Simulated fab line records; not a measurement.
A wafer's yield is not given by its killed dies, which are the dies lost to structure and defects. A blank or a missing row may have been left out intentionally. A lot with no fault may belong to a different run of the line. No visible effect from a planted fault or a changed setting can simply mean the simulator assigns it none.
A lot that was struck, set against a sound lot    flow n5-finfet    21 steps out of a route of 1938
Sound: these wafers, L418.1, L418.2, L418.5. Wafers struck: L430.1, L430.5, L430.6. The cause is named last.
Order at every step that has rows: each side's tool, ch and its chambers, its first start. Under that, the readings that differ: sound wafers    struck wafers    difference of the means    sigmas: that difference in standard deviations of wafers without a fault.
alike: same words and numbers on both sides, and readings whose means sit less than 2 such deviations apart. not compared: any withheld reading, any reading some wafer has no value for, any bound like >300 that may hide the same value, and any number with overlapping values for which the record gives no deviation.
Wherever a step has rows on one side only, a row that says differs or no value, or a row with sigmas, the two part there. Numbers that have no deviation but don't overlap get no sigmas and don't part them. Lack of a reading on every wafer of one side parts them only where that side has two or more wafers.

first, 10 steps without rows for these wafers: N5_BEOL_M8_DESCUM_16 (chemistry O2, time 7.9 s); N5_BEOL_M8_ETCH_61 (etches SiARC in CF4, target depth 45.5 nm, time 75.8 s); N5_BEOL_M8_ETCH_62 (etches SOC in N2/H2, target depth 110 nm, overetch 22 nm, time 165 s); N5_BEOL_M8_STRIP_68 (strips in N2/H2); N5_BEOL_M8_STRIP_67 (strips in CF4); N5_BEOL_M8_HM_OPEN_17 (chemistry Cl2/BCl3, target TiN, target depth 20 nm, overetch 6 nm); N5_BEOL_M8_STRIP_19 (strips in O2); N5_BEOL_M8_COAT_63 (time 60 s, resist thk 60 nm); N5_BEOL_M8_COAT_64 (time 60 s, resist thk 12 nm); N5_BEOL_M8_COAT_71 (time 60 s, resist thk 5 nm).
N5_BEOL_M8_COAT_22: resist thk 30 nm.
  sound on litho-track-05 ch 0, day 9 05:20; struck on litho-track-05 ch 0, day 13 03:53
reading                                       sound                 struck                difference  sigmas
spin-speed-rpm (rpm)                          1501.5 1500.2 1499.2  1296.3 1295.0 1292.7  -205.6      -99 or more
model.CAR-EUV_of_BEOL_M8_COAT_22.thk-nm (nm)  30 30 29.8            32.4 32.4 32.2        +2.4        
then, 7 steps without rows for these wafers: N5_BEOL_M8_EBR_24; N5_BEOL_M8_SOFTBAKE_23 (time 60 s); N5_BEOL_M8_EXPOSE_25 (exposes mask V7, target cd 40 nm); N5_BEOL_M8_PEB_26 (peb time 60 s); N5_BEOL_M8_DEVELOP_27 (develop time 30 s); N5_BEOL_M8_DESCUM_33 (chemistry O2, time 7 s); N5_BEOL_M8_ETCH_72 (etches underlayer in N2/H2, target depth 6.5 nm, time 5.2 s).
N5_BEOL_M8_ETCH_65: etches SiARC in CF4, target depth 15.6 nm, time 26 s.
  sound on rie-diel-01 ch 0,1,2, day 9 05:53; struck on rie-diel-03 ch 2,3, day 13 04:23
reading                                       sound       struck          difference  sigmas
model.CAR-EUV_of_BEOL_M8_COAT_22.thk-nm (nm)  11 11.2 11  13.6 13.4 13.4  +2.4        
  alike: drypump-motor-current-A, etch-rf-on-time-s, mfc-ar-sccm, oes-product-au, rf-fwd-power-W, rf-vpp-V, showerhead-plenum-p-Torr, throttle-valve-pct
  not compared: rf-hours-counter-h
then, 2 steps without rows for these wafers: N5_BEOL_M8_ETCH_66 (etches SOC in N2/H2, target depth 80 nm, overetch 16 nm, time 120 s); N5_PASSIVATION_PROBE_49.

## WHERE THEY PART
Within this record, at N5_BEOL_M8_COAT_22 only. Later steps at which nothing parts them and some readings are alike: N5_BEOL_M8_ETCH_65.

WHY: what the simulator had put in
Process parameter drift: litho-track-05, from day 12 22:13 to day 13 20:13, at N5_BEOL_M8_COAT_22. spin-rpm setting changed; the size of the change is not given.
